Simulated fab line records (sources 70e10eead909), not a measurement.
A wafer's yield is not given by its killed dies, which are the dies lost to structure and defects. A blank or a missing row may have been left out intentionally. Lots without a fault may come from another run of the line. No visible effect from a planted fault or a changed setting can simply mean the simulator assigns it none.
Matching of chambers | flow nand-harc | NHARC_A_CONTACT_DEP_29 on pecvd-03 has 3 sister chambers
The step deposits SiON, target thk 100 nm. 3 wafers are shown with their chamber, then 11 later ones without.

## EACH WAFER AND ITS CHAMBER
wafer  | chamber | heater-power-outer-w (W)
L089.5 | 2       | 432
L089.6 | 1       | 467
L088.1 | 0       | 515

## WAFERS WITHOUT THEIR CHAMBER
wafer  | heater-power-outer-w (W)
L088.3 | 411
L088.4 | 527
L091.1 | 390
L091.2 | 462
L091.5 | 471
L092.1 | 360
L092.2 | 395
L092.4 | 378
L096.1 | 502
L096.3 | 443
L096.6 | 500

## CHAMBER TAKEN BY EACH
wafer  | from the rows above          | in truth
L088.3 | can't be placed: 2 or 1      | 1
L088.4 | can't be placed: 0 or 1      | 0
L091.1 | can't be placed: 2 or 1      | 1
L091.2 | can't be placed: 1 or 2 or 0 | 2
L091.5 | can't be placed: 1 or 2 or 0 | 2
L092.1 | can't be placed: 2 or 1      | 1
L092.2 | can't be placed: 2 or 1      | 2
L092.4 | can't be placed: 2 or 1      | 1
L096.1 | can't be placed: 0 or 1 or 2 | 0
L096.3 | can't be placed: 2 or 1 or 0 | 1
L096.6 | can't be placed: 0 or 1 or 2 | 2
Correct placement for 0 of the 11. Can't be placed from these rows: 11 (the true chamber is among the candidates in 11). Placed wrongly: 0.
How it was worked out, from the rows above alone: a wafer's distance from a chamber is the root of the sum, over the readings, of the square of ((its reading less the chamber's mean) divided by the reading's scatter). If the next closest chamber is less than 2 further off than the closest, the wafer can't be placed; otherwise it belongs to the closest. The mean given for a chamber averages the wafers shown for that chamber. The scatter: root of mean squared gap, hidden wafer to nearest shown wafer, with one shown wafer a chamber.
